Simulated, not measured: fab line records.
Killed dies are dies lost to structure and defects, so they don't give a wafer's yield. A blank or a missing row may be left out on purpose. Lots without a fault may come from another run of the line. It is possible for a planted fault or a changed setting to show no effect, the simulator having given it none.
Chamber matching	flow nandHarc	NHARC_P_ZERO_WELL_DESCUM_54 on rieDiel-09: 4 sister chambers
The step chemistry O2, time 3 s. 4 wafers are shown with their chamber, then 8 later ones without.

WAFERS WITH THEIR CHAMBER
wafer	chamber	showerheadPlenumPTorr (Torr)
L080.1	0	1.77
L091.3	1	1.86
L091.5	3	1.88
L095.2	2	2.00

WAFERS WITHOUT THEIR CHAMBER
wafer	showerheadPlenumPTorr (Torr)
L095.3	1.86
L095.5	1.86
L096.1	1.86
L096.2	1.88
L096.3	2.07
L097.2	2.07
L097.4	1.86
L097.6	1.99

WHICH CHAMBER EACH WENT THROUGH
wafer	from the rows above	in truth
L095.3	can't be placed: 1 or 3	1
L095.5	can't be placed: 1 or 3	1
L096.1	can't be placed: 1 or 3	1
L096.2	can't be placed: 3 or 1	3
L096.3	2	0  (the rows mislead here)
L097.2	2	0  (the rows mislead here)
L097.4	can't be placed: 1 or 3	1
L097.6	2	2
Correct placement for 1 of the 8. From these rows, 5 cannot be placed; in 5 the true chamber is one of the candidates. Number placed wrongly: 2.
How it was worked out, from the rows above alone: a wafer's distance from a chamber is the root of the sum, over the readings, of the square of ((its reading less the chamber's mean) divided by the reading's scatter). The wafer belongs to the nearest chamber; if the next one is less than 2 further off, it can't be placed. A chamber's mean is the mean of its shown wafers. The scatter: with one shown wafer a chamber, the root of the mean of the squares of how far each hidden wafer lies from its nearest shown one.
